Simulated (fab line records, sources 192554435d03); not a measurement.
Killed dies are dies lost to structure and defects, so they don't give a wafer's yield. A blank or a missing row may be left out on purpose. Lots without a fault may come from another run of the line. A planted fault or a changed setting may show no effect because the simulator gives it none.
Chamber matching | flow n5_finfet | N5_SD_EPI_P_ETCH_16 on rie_diel-03: 4 sister chambers
The step etches SiO2 in CHF3/O2, target depth 5 nm. 4 wafers are shown with their chamber, then 7 later ones without.

WAFERS WITH THEIR CHAMBER
wafer  | chamber | showerhead_plenum_p_Torr (Torr)
L084.3 | 2       | 2.31
L084.5 | 1       | 2.43
L085.2 | 3       | 2.50
L085.3 | 0       | 2.36

WAFERS WITHOUT THEIR CHAMBER
wafer  | showerhead_plenum_p_Torr (Torr)
L085.5 | 2.31
L091.3 | 2.50
L091.5 | 2.43
L091.6 | 2.35
L092.2 | 2.43
L092.3 | 2.49
L092.6 | 2.35

WHICH CHAMBER EACH WENT THROUGH
wafer  | from the rows above | in truth
L085.5 | 2                   | 2
L091.3 | 3                   | 3
L091.5 | 1                   | 1
L091.6 | 0                   | 0
L092.2 | 1                   | 1
L092.3 | 3                   | 3
L092.6 | 0                   | 0
Placed correctly: 7 of 7. Can't be placed from these rows: 0. Placed wrongly: 0.
How it was worked out, from the rows above alone: a wafer's distance from a chamber is the root of the sum, over the readings, of the square of ((its reading less the chamber's mean) divided by the reading's scatter). The wafer belongs to the nearest chamber; if the next one is less than 2 further off, it can't be placed. A chamber's mean is the mean of its shown wafers. The scatter: with one shown wafer a chamber, the root of the mean of the squares of how far each hidden wafer lies from its nearest shown one.
